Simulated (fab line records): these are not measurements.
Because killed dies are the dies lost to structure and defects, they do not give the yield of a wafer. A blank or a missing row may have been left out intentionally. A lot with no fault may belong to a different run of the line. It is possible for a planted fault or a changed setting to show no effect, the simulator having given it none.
Matching of chambers :: flow nand harc :: NHARC_A_WL_FILL_ALD_00 on ald hk-03 has 4 sister chambers
The step deposits Al2O3, target thk 3 nm, pulse time 3 s, ald cycles 30. 8 wafers are shown with their chamber, then 10 later ones without.

== WAFERS, EACH WITH ITS CHAMBER ==
wafer: L080.1
chamber: 2
heater power w (W): 481
precursor pulse height rel: 0.997

wafer: L087.2
chamber: 2
heater power w (W): 484
precursor pulse height rel: 0.973

wafer: L087.3
chamber: 1
heater power w (W): 469
precursor pulse height rel: 1.015

wafer: L091.1
chamber: 0
heater power w (W): 483
precursor pulse height rel: 0.994

wafer: L091.3
chamber: 3
heater power w (W): 508
precursor pulse height rel: 0.975

wafer: L091.6
chamber: 3
heater power w (W): 508
precursor pulse height rel: 1.000

wafer: L097.1
chamber: 0
heater power w (W): 486
precursor pulse height rel: 0.980

wafer: L097.4
chamber: 1
heater power w (W): 482
precursor pulse height rel: 0.968

== WAFERS WITH NO CHAMBER GIVEN ==
wafer: L097.6
heater power w (W): 485
precursor pulse height rel: 1.005

wafer: L094.3
heater power w (W): 527
precursor pulse height rel: 0.986

wafer: L094.5
heater power w (W): 503
precursor pulse height rel: 0.963

wafer: L094.6
heater power w (W): 479
precursor pulse height rel: 0.991

wafer: L095.2
heater power w (W): 471
precursor pulse height rel: 1.000

wafer: L095.3
heater power w (W): 500
precursor pulse height rel: 0.983

wafer: L095.5
heater power w (W): 486
precursor pulse height rel: 0.974

wafer: L096.1
heater power w (W): 502
precursor pulse height rel: 0.974

wafer: L096.2
heater power w (W): 490
precursor pulse height rel: 0.989

wafer: L096.4
heater power w (W): 474
precursor pulse height rel: 0.976

== WHICH CHAMBER EACH ONE RAN IN ==
wafer: L097.6
from the rows above: can't be placed: 0 or 2 or 1
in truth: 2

wafer: L094.3
from the rows above: 3
in truth: 3

wafer: L094.5
from the rows above: 3
in truth: 3

wafer: L094.6
from the rows above: can't be placed: 1 or 2 or 0
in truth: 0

wafer: L095.2
from the rows above: can't be placed: 1 or 2 or 0
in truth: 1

wafer: L095.3
from the rows above: can't be placed: 3 or 0 or 2
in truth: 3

wafer: L095.5
from the rows above: can't be placed: 0 or 2 or 1
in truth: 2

wafer: L096.1
from the rows above: 3
in truth: 3

wafer: L096.2
from the rows above: can't be placed: 0 or 2 or 1
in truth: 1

wafer: L096.4
from the rows above: can't be placed: 1 or 2 or 0
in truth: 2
Placed correctly: 3 of 10. Not placeable from these rows: 7 (in 7, the candidates include the true chamber). 0 placed wrongly.
How it was worked out, from the rows above alone: a wafer's distance from a chamber is the root of the sum, over the readings, of the square of ((its reading less the chamber's mean) divided by the reading's scatter). The wafer belongs to the nearest chamber; if the next one is less than 2 further off, it can't be placed. A chamber's mean is the mean of its shown wafers. The scatter: take each reading less its chamber's mean, square it, sum over the shown wafers, divide by the number of wafers less the number of chambers, and take the root.
